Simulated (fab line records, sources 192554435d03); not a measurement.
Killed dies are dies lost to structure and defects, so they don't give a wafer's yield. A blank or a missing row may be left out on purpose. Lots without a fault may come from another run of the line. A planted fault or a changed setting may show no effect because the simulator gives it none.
fab line records | flow n5_finfet
record lots=5 wafers=15 last_day=17
route steps=1938 shown BEOL_M12@1615
lots that met no fault: from a run of the same line without faults
start_h: hours from the record's first day to the start of the lot's first wafer shown | wait_h: hours since the lot's step before | " the same as in the row above | L1.1+2: a row that stands for several wafers | - no value, or no start given | * or withheld: withheld | < > ~ a bound
route shown NAME@n: a module of which the file shows steps, and the number in the route of the first | usual: mean/standard deviation of fault-free wafers | same: alike in all rows | chamber/n: place in a boat | sites: the reading at each site | _std_site: their standard deviation | _edge_site: outer sites' mean less inner sites' | radius_mm: how far each site lies from the wafer's centre | mask NAME#n: copy n | behind: the tool/chamber that last shaped the wafer | hold: why the lot was held/for how many hours/how that ended | device: the transistor (n, p or np) that didn't switch | end of line: the same wafers' tests at the end of the route | a step without rows: its recipe alone | killed: dies lost to structure and defects at the first sort, not the wafer's yield | map: a wafer's dies, x killed, . not, _ none there
set.NAME: the setting as run; set.NAME@STEP: as run at that earlier step | model.NAME: the simulator's own value behind a step, which no gauge read
lots at some steps of the route; a table a step, a row a wafer
services: from which hour (start_h, from the record's first day; less than 0 if before it) a tool's chamber was out of use, for how many hours, and why
## steps
# step N5_BEOL_M12_DESCUM_15
# recipe chemistry=O2 time_s=7.9 source_power_w=50 bias_power_w=20 pressure_mtorr=20 rf_frequency_hz=2.712e+07 temp_c=40 o2_flow_sccm=225
# step N5_BEOL_M12_ETCH_59
# recipe chemistry=N2/H2 target=BARC target_depth_a=890 overetch_a=267 time_s=67.9 ion_energy_ev=200 pressure_mtorr=30 source_w=840 bias_w=150 n2_flow_sccm=200 h2_flow_sccm=200
# step N5_BEOL_M12_VIA_ETCH_16
# recipe chemistry=C4F8/O2/Ar target=SiOC pressure_mtorr=30 source_w=3000 bias_w=700 Ar_flow_sccm=400 C4F8_flow_sccm=15 O2_flow_sccm=8 he_inner_torr=15 he_outer_torr=30 target_depth_a=7248 time_s=withheld ion_energy_ev=250 ends=cleared
# step N5_BEOL_M12_STRIP_63
# recipe chemistry=N2/H2 power_w=1000 temp_c=250 h2_frac=0.65 overash_fraction=0.3 pressure_mtorr=1000 n2_flow_sccm=1750 h2_flow_sccm=3250
# step N5_BEOL_M12_STRIP_64
# recipe chemistry=N2/H2 power_w=1000 temp_c=250 h2_frac=0.65 overash_fraction=0.3 pressure_mtorr=withheld n2_flow_sccm=1750 h2_flow_sccm=3250
# step N5_BEOL_M12_STRIP_71
# recipe chemistry=post_etch_residue_remover time_s=60 temp_c=25 remover_ph=withheld remover_water_wt_pct=withheld remover_fluoride_wt_pct=withheld
# step N5_BEOL_M12_SRD_72
# recipe time_s=30 temp_c=23 rinse_liquid=diw dry=n2_spin spin_rpm=1500 dry_time_s=30
# step N5_BEOL_M12_COAT_65
# recipe resist=SOC temp_c=250 time_s=60 spin_rpm=1500 resist_thk_nm=300
# step N5_BEOL_M12_COAT_66
# recipe resist=SiARC temp_c=220 time_s=60 spin_rpm=1500 resist_thk_nm=110
# usual chill_plate_temp_C=22.99/0.089 plate_temp_C=219.98/0.18 spin_speed_rpm=1499.8/0.89
# columns lot.wafer tool chamber start_h wait_h chill_plate_temp_C plate_temp_C spin_speed_rpm model.SiARC_of_BEOL_M12_COAT_66.thk_nm
L569.1 litho_track-03 0 323.92 - 22.98 219.97 1500.6 109.6
L569.2 " 0 " " 22.84 220.09 1499.9 110
L569.4 " 0 " " 22.81 220.37 1500.4 109.8
L573.1 litho_track-02 0 330.40 - 23.18 220.29 1500.2 109.6
L573.3 " 0 " " 22.92 220.49 1499.5 109.4
L573.5 " 0 " " 23.09 220.19 1501.4 109.6
L575.1 litho_track-03 0 340.12 - 22.85 220.14 1594.4 107
L575.3 " 0 " " 22.92 219.98 1594.8 106.8
L575.5 " 0 " " 23.01 220.29 1595.1 107
L576.1 litho_track-03 0 357.30 - 22.92 219.82 1595.3 106.6
L576.3 " 0 " " 22.98 219.84 1594.1 106.6
L576.4 " 0 " " 23.04 219.60 1594.0 106.8
L578.1 litho_track-03 0 366.12 - 23.09 220.08 1593.7 107.4
L578.2 " 0 " " 22.95 219.86 1595.8 107.4
L578.3 " 0 " " 22.85 219.73 1595.1 107
# step N5_BEOL_M12_COAT_22
# recipe spin_rpm=2888 resist_thk_nm=300
# step N5_BEOL_M12_EBR_24
# recipe solvent=PGMEA ebr_width_mm=1.5
# step N5_BEOL_M12_SOFTBAKE_23
# recipe temp_c=130 time_s=60
# step N5_BEOL_M12_EXPOSE_25
# recipe mask_id=M12 na=0.93 source_shape=conventional sigma_outer=0.4 polarization=unpolarized dose_mj=21.8
# step N5_BEOL_M12_PEB_26
# recipe peb_temp_c=130 peb_time_s=90
# step N5_BEOL_M12_DEVELOP_27
# recipe develop_time_s=45 rinse_liquid=diw dry=air_spin dev_temp_c=21
# step N5_BEOL_M12_HARDBAKE_32
# recipe temp_c=130 time_s=120
# step N5_BEOL_M12_DESCUM_33
# recipe chemistry=O2 time_s=7.9 source_power_w=50 bias_power_w=20 pressure_mtorr=20 rf_frequency_hz=2.712e+07 temp_c=40 o2_flow_sccm=225
# step N5_BEOL_M12_ETCH_67
# recipe chemistry=CF4 target=SiARC target_depth_a=1430 time_s=238.3 ion_energy_ev=80 pressure_mtorr=40 source_w=545 bias_w=36 Ar_flow_sccm=100 cf4_flow_sccm=100 ends=cleared
# usual drypump_motor_current_A=5.7/0.34 etch_rf_on_time_s=232/6.9 oes_product_au=0.69/0.072 rf_vpp_V=184.2/1.2 showerhead_plenum_p_Torr=2.16/0.072 throttle_valve_pct=15.67/0.2
# columns lot.wafer tool chamber start_h wait_h drypump_motor_current_A etch_rf_on_time_s oes_product_au rf_hours_counter_h rf_vpp_V showerhead_plenum_p_Torr throttle_valve_pct model.etch.depth_nm model.coat_of_BEOL_M12_COAT_22.thk_nm
L569.1 rie_diel-03 2 324.33 0.0 5.7 237 0.60 220 184.5 2.05 15.73 109.6 213.4
L569.2 " 1 " " 5.4 230 0.81 10 186.0 2.28 15.55 109.9 213
L569.4 " 3 " " 5.6 227 0.68 116 184.8 2.16 15.58 109.8 213
L573.1 rie_diel-05 0 330.81 0.0 5.8 233 0.61 230 183.9 2.09 15.62 109.6 211.4
L573.3 " 1 " " 5.8 233 0.70 90 183.5 2.19 15.49 109.3 212.2
L573.5 " 1 " " 5.8 235 0.70 - 183.2 2.19 15.49 109.7 211.2
L575.1 rie_diel-03 2 340.73 0.0 5.7 236 0.59 227 181.8 2.04 15.75 107.1 214.2
L575.3 " 1 " " 5.4 228 0.79 18 185.8 2.28 15.56 106.8 214.2
L575.5 " 1 " " 5.4 227 0.79 - 185.7 2.28 15.57 106.9 215.4
L576.1 rie_diel-03 2 357.83 0.0 5.7 234 0.59 234 182.3 2.04 15.79 106.7 214
L576.3 " 1 " " 5.3 224 0.78 24 186.5 2.28 15.58 106.6 213
L576.4 " 1 " " 5.4 223 0.79 - 185.2 2.28 15.58 106.8 213
L578.1 rie_diel-01 1 366.53 0.0 5.9 242 0.62 174 184.4 2.20 15.55 107.5 213.2
L578.2 " 0 " " 6.2 221 0.65 188 182.2 2.15 15.94 107.4 214
L578.3 " 3 " " 5.1 225 0.74 56 185.7 2.25 15.38 107 212.2
# step N5_BEOL_M12_ETCH_68
# recipe chemistry=N2/H2 target=SOC mask_material=SiARC source_w=3000 bias_w=350 temp_c=40 time_s=285 ion_energy_ev=200 pressure_mtorr=30 n2_flow_sccm=200 h2_flow_sccm=200
# usual drypump_motor_current_A=5.7/0.34 oes_product_au=0.80/0.08 rf_vpp_V=524.5/2.6 showerhead_plenum_p_Torr=2.56/0.087 throttle_valve_pct=17.78/0.25
# columns lot.wafer tool chamber start_h wait_h drypump_motor_current_A oes_product_au rf_hours_counter_h rf_vpp_V showerhead_plenum_p_Torr throttle_valve_pct model.SiARC_of_BEOL_M12_COAT_66.thk_nm
L569.1 rie_diel-03 2 324.48 0.1 5.7 0.72 220 520.8 2.42 17.95 85
L569.2 " 1 " " 5.4 0.94 10 529.6 2.68 17.57 85.4
L569.4 " 3 " " 5.6 0.79 116 524.6 2.55 17.68 85.2
L573.1 rie_diel-05 0 330.96 0.1 5.8 0.72 230 524.0 2.50 17.81 84.8
L573.3 " 1 " " 5.8 0.84 90 524.7 2.55 17.36 84.2
L573.5 " 1 " " 5.9 0.84 - 525.2 2.55 17.36 84.4
L575.1 rie_diel-03 2 340.88 0.1 5.8 0.70 227 519.3 2.41 17.95 82.6
L575.3 " 1 " " 5.4 0.91 18 528.5 2.67 17.56 82.4
L575.5 " 3 " " 5.6 0.77 - 523.7 2.55 17.69 82.4
L576.1 rie_diel-03 2 357.98 0.1 5.7 0.69 234 520.5 2.41 17.97 82.6
L576.3 " 1 " " 5.4 0.91 24 527.8 2.67 17.57 82
L576.4 " 1 " " 5.4 0.90 - 527.5 2.67 17.56 82.4
L578.1 rie_diel-01 1 366.68 0.1 5.9 0.72 174 526.9 2.63 17.66 83.8
L578.2 " 0 " " 6.2 0.74 189 524.4 2.51 17.86 83
L578.3 " 3 " " 5.1 0.86 57 527.3 2.68 17.57 82.6
# step N5_BEOL_M12_STRIP_69
# recipe chemistry=N2/H2 temp_c=40 n2_flow_sccm=200 h2_flow_sccm=200 rf_frequency_hz=6e+07
## services
# columns tool chamber start_h hours kind
rie_diel-01 0 317.16 9.8 repair
rie_diel-05 1 317.84 8.7 repair
litho_track-02 - 328.85 - consumable_replace:filter
rie_diel-03 0 336.21 4.9 repair
rie_diel-03 0 347.94 - clean
rie_diel-03 0 347.94 - consumable_replace:focus_ring
rie_diel-03 0 347.94 17.2 scheduled_down
rie_diel-03 0 347.94 17.2 vent_cycle
rie_diel-01 - 349.21 14.6 pm
rie_diel-03 3 359.58 7.1 repair
## key
first_sign step=N5_BEOL_M12_COAT_66 reading=spin_speed_rpm direction=up sigmas=99+ usual=* struck=*
effect none on later readings
model_effect step=N5_BEOL_M12_COAT_66 value=SiARC_of_BEOL_M12_COAT_66.thk_nm without=110.3 struck=107
model_effect step=N5_BEOL_M12_ETCH_67 value=etch.depth_nm without=110.3 struck=107
model_effect step=N5_BEOL_M12_ETCH_68 value=SiARC_of_BEOL_M12_COAT_66.thk_nm without=85.98 struck=82.64
met_at N5_BEOL_M12_COAT_66
struck_wafers L575.1,L575.3,L575.5,L576.1,L576.3,L576.4,L578.1,L578.2,L578.3
onset_between 323.92 340.12
fault kind=process_parameter_drift tool=litho_track-03 chamber=- onset_h=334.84 steps=N5_BEOL_M12_COAT_66 channel=spin_rpm offset=* shape=step end_h=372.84 acts_in=* stated=*
